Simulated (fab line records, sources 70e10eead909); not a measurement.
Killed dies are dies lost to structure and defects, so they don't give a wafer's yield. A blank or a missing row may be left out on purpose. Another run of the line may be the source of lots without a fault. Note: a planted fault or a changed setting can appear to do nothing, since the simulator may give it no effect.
Which of the tools did it?	flow nand harc	24 lots, 72 wafers sampled, at 3 steps of a route of 1159

## WHAT THE GAUGES SHOWED, per wafer
NHARC_A_BONDPAD_OVL_MEAS_35.
lot	measured	on	overlay x nm (nm)	overlay y nm (nm)
L075	day 18 00:13	overlay-01	2 2 2	-1 0 -1
L074	day 18 01:14	overlay-02	7 7 7	5 6 6
L078	day 18 07:22	overlay-01	-8 -9 -8	-13 -13 -13
L077	day 18 08:22	overlay-02	7 8 8	7 6 7
L079	day 18 14:48	overlay-01	-9 -9 -9	6 6 6
L076	day 18 23:02	overlay-02	-1 -1 -1	0 -1 0
L080	day 18 23:26	overlay-01	0 0 0	11 10 11
L082	day 19 23:53	overlay-02	9 8 9	12 12 12
L081	day 20 05:17	overlay-01	1 1 1	11 10 11
L084	day 20 05:31	overlay-02	-5 -5 -5	5 5 5
L083	day 20 10:44	overlay-02	-4 -4 -4	9 9 9
L088	day 21 01:34	overlay-01	5 5 5	1 2 1
L086	day 21 01:55	overlay-01	-9 -9 -10	0 0 0
L085	day 21 02:50	overlay-02	-6 -5 -5	2 2 3
L090	day 21 19:23	overlay-01	12 11 12	-2 -1 -2
L091	day 21 20:00	overlay-02	8 8 8	16 15 15
L087	day 21 20:14	overlay-01	0 1 0	1 1 1
L089	day 21 20:39	overlay-01	-6 -7 -7	5 6 6
L093	day 22 11:40	overlay-01	1 1 1	-2 -2 -1
L092	day 23 05:11	overlay-01	12 12 12	8 8 8
L095	day 23 09:05	overlay-02	-8 -7 -8	13 12 13
L096	day 23 09:31	overlay-02	13 13 13	-7 -7 -7
L094	day 23 21:25	overlay-02	7 6 6	8 8 8
L097	day 23 21:44	overlay-02	-3 -3 -2	-7 -7 -7

## WHAT TOOL EACH LOT RAN ON (gives the tool, then ch and the chambers of the sampled wafers, and finally the start)
lot	NHARC_A_M1_ETCH_28	NHARC_A_M1_ANNEAL_31
L075	rie diel-11 ch 0,1,3, day 17 21:29 or earlier	rtp anneal-02 ch 0, day 17 21:29
L074	rie diel-11 ch 1,2,3, day 17 22:24 or earlier	rtp anneal-02 ch 0, day 17 22:24
L078	rie diel-11 ch 0,3, day 18 04:33 or earlier	rtp anneal-01 ch 0, day 18 04:33
L077	rie diel-11 ch 1,2, day 18 05:33 or earlier	rtp anneal-01 ch 0, day 18 05:33
L079	rie diel-10 ch 1,2,3, day 18 12:09 or earlier	rtp anneal-02 ch 0, day 18 12:09
L076	rie diel-11 ch 0,2,3, day 18 20:12 or earlier	rtp anneal-02 ch 0, day 18 20:12
L080	rie diel-12 ch 0,1, day 18 20:48 or earlier	rtp anneal-02 ch 0, day 18 20:48
L082	rie diel-11 ch 0,2,3, day 19 20:56 or earlier	rtp anneal-01 ch 0, day 19 20:56
L081	rie diel-11 ch 1,2,3, day 20 02:31 or earlier	rtp anneal-01 ch 0, day 20 02:31
L084	rie diel-12 ch 0,1,2, day 20 02:41 or earlier	rtp anneal-02 ch 0, day 20 02:41
L083	rie diel-12 ch 0,2,3, day 20 07:55 or earlier	rtp anneal-02 ch 0, day 20 07:55
L088	rie diel-11 ch 0,2,3, day 20 22:49 or earlier	rtp anneal-01 ch 0, day 20 22:49
L086	rie diel-12 ch 0,1,2, day 20 23:04 or earlier	rtp anneal-02 ch 0, day 20 23:04
L085	rie diel-12 ch 1,2,3, day 20 23:55 or earlier	rtp anneal-02 ch 0, day 20 23:55
L090	rie diel-12 ch 1,2, day 21 16:41 or earlier	rtp anneal-02 ch 0, day 21 16:41
L091	rie diel-12 ch 0,1,2, day 21 17:18 or earlier	rtp anneal-01 ch 0, day 21 17:18
L087	rie diel-11 ch 0,1,3, day 21 17:25 or earlier	rtp anneal-02 ch 0, day 21 17:25
L089	rie diel-10 ch 1,3, day 21 17:45 or earlier	rtp anneal-01 ch 0, day 21 17:45
L093	rie diel-11 ch 0,3, day 22 08:47 or earlier	rtp anneal-02 ch 0, day 22 08:47
L092	rie diel-10 ch 1,2, day 23 02:28 or earlier	rtp anneal-02 ch 0, day 23 02:28
L095	rie diel-12 ch 0,1,3, day 23 06:20 or earlier	rtp anneal-01 ch 0, day 23 06:20
L096	rie diel-12 ch 0,1,3, day 23 06:43 or earlier	rtp anneal-02 ch 0, day 23 06:43
L094	rie diel-10 ch 0,2, day 23 18:21 or earlier	rtp anneal-01 ch 0, day 23 18:21
L097	rie diel-10 ch 1,2,3, day 23 18:52 or earlier	rtp anneal-02 ch 0, day 23 18:52
- NHARC_A_M1_ETCH_28: etches the open film in CF4/N2, target depth 30 nm, time 72.99 s.
- NHARC_A_M1_ANNEAL_31: time 90 s.

## WHAT THE TOOLS THEMSELVES READ (means of the sampled wafers that have a number; where no wafer has one, the mark that the record gives instead)
NHARC_A_M1_ETCH_28.
lot	tool	drypump motor current A (A)	oes product au (a.u.)	rf vpp V (V)	showerhead plenum p Torr (Torr)	throttle valve pct (%)
L075	rie diel-11	5.7	0.999	314.6	2.67	19.790
L074	rie diel-11	5.4	1.003	312.4	2.58	19.804
L078	rie diel-11	5.7	1.002	316.9	2.72	19.792
L077	rie diel-11	5.3	1.001	312.1	2.49	19.791
L079	rie diel-10	5.5	1.008	314.4	2.62	19.801
L076	rie diel-11	5.5	1.002	314.4	2.63	19.789
L080	rie diel-12	5.7	0.994	313.3	2.57	19.790
L082	rie diel-11	5.5	0.997	314.0	2.63	19.796
L081	rie diel-11	5.4	0.999	312.9	2.58	19.800
L084	rie diel-12	5.7	1.000	313.1	2.56	19.786
L083	rie diel-12	5.9	0.996	313.8	2.60	19.798
L088	rie diel-11	5.5	1.003	314.2	2.63	19.796
L086	rie diel-12	5.7	0.993	313.0	2.56	19.794
L085	rie diel-12	5.7	0.991	311.9	2.54	19.791
L090	rie diel-12	5.6	0.996	311.6	2.50	19.788
L091	rie diel-12	5.7	0.997	312.3	2.56	19.801
L087	rie diel-11	5.7	0.999	315.1	2.66	19.800
L089	rie diel-10	6.1	1.001	313.8	2.61	19.799
L093	rie diel-11	5.6	0.996	316.1	2.71	19.794
L092	rie diel-10	5.8	1.000	314.4	2.69	19.795
L095	rie diel-12	5.8	0.996	313.7	2.61	19.793
L096	rie diel-12	5.8	0.998	313.9	2.61	19.788
L094	rie diel-10	5.5	1.013	313.4	2.56	19.795
L097	rie diel-10	5.6	1.001	314.2	2.62	19.793

NHARC_A_M1_ANNEAL_31.
lot	tool	wafer_temp_C_max
L075	rtp anneal-02	226.1
L074	rtp anneal-02	226.1
L078	rtp anneal-01	226.6
L077	rtp anneal-01	226.4
L079	rtp anneal-02	226.0
L076	rtp anneal-02	226.2
L080	rtp anneal-02	225.9
L082	rtp anneal-01	227.0
L081	rtp anneal-01	226.7
L084	rtp anneal-02	225.8
L083	rtp anneal-02	226.0
L088	rtp anneal-01	226.3
L086	rtp anneal-02	225.9
L085	rtp anneal-02	226.3
L090	rtp anneal-02	226.0
L091	rtp anneal-01	227.0
L087	rtp anneal-02	226.0
L089	rtp anneal-01	226.5
L093	rtp anneal-02	226.1
L092	rtp anneal-02	226.1
L095	rtp anneal-01	226.9
L096	rtp anneal-02	226.1
L094	rtp anneal-01	226.7
L097	rtp anneal-02	226.2

## THE ANSWER, worked out from the rows above alone
Rule: the lots themselves supply what counts as usual. The widest of any qualifying gaps counts: lots, ordered by their means at a reading, are off when they make up no more than a third of the lots, leave a main group of 4 or more, and stand apart from it by 3 or more times the standard deviation of that group's means. Not used: any main group whose means are identical at the precision the tables above print for the reading. A lot without any number at a reading at which 4 lots or more have one is off too. Any other lot the step has rows for is counted as sound. The gauges are gone through in route order, then the tools' own readings, and for those a lot's mean is taken as printed above. At the first step where some lot is off, the reading lying furthest off is the one used; lots without a number count as furthest.
Across all readings shown, no lot is off: no conclusion can be drawn from this.

## WHAT THE SIMULATOR HAD PUT IN
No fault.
